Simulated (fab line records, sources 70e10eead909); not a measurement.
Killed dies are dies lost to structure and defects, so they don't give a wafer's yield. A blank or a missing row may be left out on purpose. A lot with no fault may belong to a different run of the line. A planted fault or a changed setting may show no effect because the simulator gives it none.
One fault seen from 2 desks :: flow nand_harc :: what lay behind the numbers comes last; until then each desk has only its own

== DESK OF THE TOOL OWNER: pecvd_onon-01 ==
The tool's own readings at NHARC_A_ONON_D2_DEP_09 (target thk 1000 nm): means of the sampled wafers that have a number, for each lot that ran on this tool. Any lot whose mean is over 4 standard deviations away from the usual mean is out of limits and marked OUT; that distance is given in the brackets.
Columns: A = n2_flow_sccm at NHARC_A_ONON_D2_DEP_09, usual 2751 sccm; B = susceptor_temp_C at NHARC_A_ONON_D2_DEP_09, usual 399.94 C
lot: L920
first seen here: day 14 08:34
A: 2757
B: 400.12

lot: L922
first seen here: day 15 03:56
A: 2749
B: 400.13

lot: L924
first seen here: day 16 10:46
A: 2751
B: 400.03

lot: L932
first seen here: day 19 05:08
A: 2750
B: 400.00

lot: L938
first seen here: day 21 22:29
A: 2766
B: 400.05
This desk found nothing out of limits on any of the 5 lots.

== AT THE METROLOGY DESK ==
What the gauges read for every lot (on any tool): the sampled wafers with a number, averaged. Any lot whose mean is over 4 standard deviations away from the usual mean is out of limits and marked OUT; that distance is given in the brackets.
Columns: A = thk_nm at NHARC_A_DECK1_JOINT_THK_MEAS_14, usual 51.1 nm; B = thk_nm at NHARC_A_ONON_D2_THK_MEAS_08, usual 997 nm; C = thk_nm at NHARC_A_ONON_D2_THK_MEAS_11, usual 1001 nm
lot: L917
first seen here: day 11 18:54
A: 52.2
B: 1020
C: 1019

lot: L918
first seen here: day 12 02:22
A: 51.8
B: 1001
C: 997

lot: L920
first seen here: day 13 03:25
A: 52.0
B: 1009
C: 990

lot: L922
first seen here: day 13 21:09
A: 52.0
B: 989
C: 1393 (+36) OUT

lot: L923
first seen here: day 14 11:36
A: 52.5
B: 1004
C: 996

lot: L924
first seen here: day 15 02:38
A: 51.6
B: 996
C: 1393 (+36) OUT

lot: L930
first seen here: day 17 04:42
A: 50.2
B: 998
C: 978

lot: L932
first seen here: day 18 05:44
A: 50.3
B: 980
C: 1012

lot: L935
first seen here: day 19 03:44
A: 52.0
B: 1007
C: 1009

lot: L934
first seen here: day 19 03:44
A: 49.4
B: 996
C: 1001

lot: L936
first seen here: day 19 15:04
A: 51.2
B: 995
C: 1027

lot: L937
first seen here: day 20 06:39
A: 52.3
B: 989
C: 1006

lot: L938
first seen here: day 20 15:31
A: 51.2
B: 990
C: 993

lot: L939
first seen here: day 20 15:31
A: 50.5
B: 987
C: 990
This desk's finding: out of limits on L922, L924; first on L922, day 15 04:20 (thk_nm at NHARC_A_ONON_D2_THK_MEAS_11). Within limits: L917, L918, L920, L923, L930, L932, L935, L934, L936, L937, L938, L939.

== PUT TOGETHER ==
The metrology desk could have raised an alarm at day 15 04:20, on L922, L924.
The tool owner's desk saw nothing out of limits.
The tool owner's desk has L922, L924 on record, within its limits.
On pecvd_onon-01, each named lot ran NHARC_A_ONON_D2_DEP_09.

== WHAT WAS PUT IN BY THE SIMULATOR ==
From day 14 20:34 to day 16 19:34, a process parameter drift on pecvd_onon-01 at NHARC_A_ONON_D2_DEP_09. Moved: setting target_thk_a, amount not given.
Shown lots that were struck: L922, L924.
Delay in hours, fault start to first out-of-limits reading, per desk: metrology desk 8.
